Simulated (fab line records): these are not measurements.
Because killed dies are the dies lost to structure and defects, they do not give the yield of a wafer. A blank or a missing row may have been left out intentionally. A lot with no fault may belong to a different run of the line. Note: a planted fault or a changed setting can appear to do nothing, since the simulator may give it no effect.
Chamber matching | flow n5-finfet | 3 sister chambers for N5_BEOL_M8_DEP_56 on pecvd-03
The step deposits SiCN from 3MS/NH3, target thk 10 nm, time 17.5 s. 6 wafers are shown with their chamber, then 7 later ones without.

== WAFERS PAIRED WITH THEIR CHAMBERS ==
wafer  | chamber | showerhead-plenum-p-Torr (Torr) | throttle-valve-pct (%)
L216.6 | 0       | 3.678                           | 8.7
L230.1 | 0       | 3.675                           | 8.9
L230.3 | 1       | 3.640                           | 8.9
L230.6 | 2       | 3.678                           | 8.5
L232.2 | 1       | 3.642                           | 8.8
L232.4 | 2       | 3.667                           | 8.7

== WAFERS WITH NO CHAMBER GIVEN ==
wafer  | showerhead-plenum-p-Torr (Torr) | throttle-valve-pct (%)
L232.6 | 3.642                           | 9.2
L234.1 | 3.645                           | 8.8
L234.2 | 3.679                           | 8.8
L234.5 | 3.647                           | 8.7
L237.2 | 3.635                           | 9.0
L237.3 | 3.674                           | 8.7
L237.5 | 3.687                           | 8.8

== WHICH CHAMBER EACH ONE RAN IN ==
wafer  | from the rows above     | in truth
L232.6 | 1                       | 1
L234.1 | 1                       | 1
L234.2 | can't be placed: 0 or 2 | 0
L234.5 | 1                       | 1
L237.2 | 1                       | 1
L237.3 | can't be placed: 2 or 0 | 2
L237.5 | can't be placed: 0 or 2 | 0
4 of 7 placed correctly. Cannot be placed on the basis of these rows: 3; the candidates contain the true chamber in 3. 0 placed wrongly.
How it was worked out, from the rows above alone: a wafer's distance from a chamber is the root of the sum, over the readings, of the square of ((its reading less the chamber's mean) divided by the reading's scatter). The wafer belongs to the nearest chamber; if the next one is less than 2 further off, it can't be placed. A chamber's mean is the mean of its shown wafers. The scatter: the root of (the sum of the squares of (reading less its chamber's mean) over the shown wafers, divided by (wafers less chambers)).
